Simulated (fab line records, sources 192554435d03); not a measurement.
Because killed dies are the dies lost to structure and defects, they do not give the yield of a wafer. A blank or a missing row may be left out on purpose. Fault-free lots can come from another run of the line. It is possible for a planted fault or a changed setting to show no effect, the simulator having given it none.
Problem report, 8D (eight disciplines) form, completed by code -- flow n5Finfet -- the parts of the form that need people (team, actions taken, sign-off) are left out

## 1. WHAT IS WRONG
cdNm at N5_BEOL_M15_CD_MEAS_28 reads a mean of 424.0 nm on 6 wafers of 2 lots; wafers without a fault read 406.4 nm with a standard deviation of 1.8. Measured from the usual mean, that is +9.8 standard deviations.
The step: target cd 407.6 nm.
Earliest sighting: wafer L478.2 on cdSem-01 at day 15 10:54. The record holds 36 wafers of 13 lots with a number at this step. Rule for "out" (also "out of limits"): further than 4 standard deviations from the usual mean. All remaining wafers that have a number are taken as sound.

## 2. WHAT IT IS, WHAT IT ISN'T
question,is,is not
which readings at this step,cdNm,-
which lots,"L478, L479","L466, L467, L468, L469, L470, L471, L483, L484, L485, L487, L488"
which wafers of those lots,all that have a number,-
read on which gauges,cdSem-01,"cdSem-02, cdSem-03"
when,from day 15 10:54,"up to then (17 sound wafers); but 13 sound wafers of L483, L484, L485, L487, L488 came after"

## 3. THE SUSPECTS, EACH WITH WHAT RULES IT OUT
Counting: a tool stays on the suspect list if, at a process step up to the reading, it processed all lots that are out and no sound lot following the first of them.
- ruled out: the gauge at N5_BEOL_M15_CD_MEAS_28. All the wafers that are out were read on cdSem-01, but those of them that N5_BEOL_M15_PEB_26 has rows for are out there too, on other tools.
- lithoTrack-01 at N5_BEOL_M15_PEB_26 (peb time 90 s): kept. It ran every lot that is out, first L478 (day 15 10:47), and no sound lot after that; its last sound lot up to then is L469 (day 14 00:20). Its own readings are out on those wafers: heaterPowerTotalW, plateTempC.
Left after counting: lithoTrack-01 at N5_BEOL_M15_PEB_26.

## 4. THE CAUSE (what the simulator had put in)
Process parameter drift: lithoTrack-01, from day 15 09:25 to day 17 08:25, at N5_BEOL_M15_PEB_26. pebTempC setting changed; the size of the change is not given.
Only this tool survived the counting.

## 5. THE CHAIN OF EFFECTS, in route order
One row per reading whose mean, taken over the struck wafers that have a number, lies over 3 standard deviations from the usual. Only readings whose record carries a usual standard deviation are examined. hours: median over the lots of the time between each lot's start at the first step of this table that gives one and its start at this step. sigmas: the change, counted in usual standard deviations.
hours,step,reading,usual,on struck wafers,change,sigmas
0,N5_BEOL_M15_PEB_26,heaterPowerTotalW,172.4 W,180.9,+8.5,+11
0,N5_BEOL_M15_PEB_26,plateTempC,129.99 C,134.84,+4.84,+37
0,N5_BEOL_M15_CD_MEAS_28,cdNm,406.4 nm,424.0,+17.6,+9.8
The process steps in it:
- N5_BEOL_M15_PEB_26: peb time 90 s.
Later measuring or inspecting steps at which every struck wafer that the step has a row for has a number for every such reading, and none has moved that far: N5_BEOL_M15_OVL_MEAS_29.

## 6. HOW IT WOULD HAVE BEEN CAUGHT EARLIER
In this record the first reading out of limits at a measuring or inspecting step was taken at day 15 10:54, 1 hour after the fault began at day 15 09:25.
Tool's own readings at N5_BEOL_M15_PEB_26, heaterPowerTotalW, plateTempC: out on all struck wafers the step has rows for; an alarm limit on them would have tripped on the first.
Of the lots that are out (2), L479 began N5_BEOL_M15_PEB_26 on lithoTrack-01 after day 15 10:54. Putting the tool on hold at that point would have spared it.
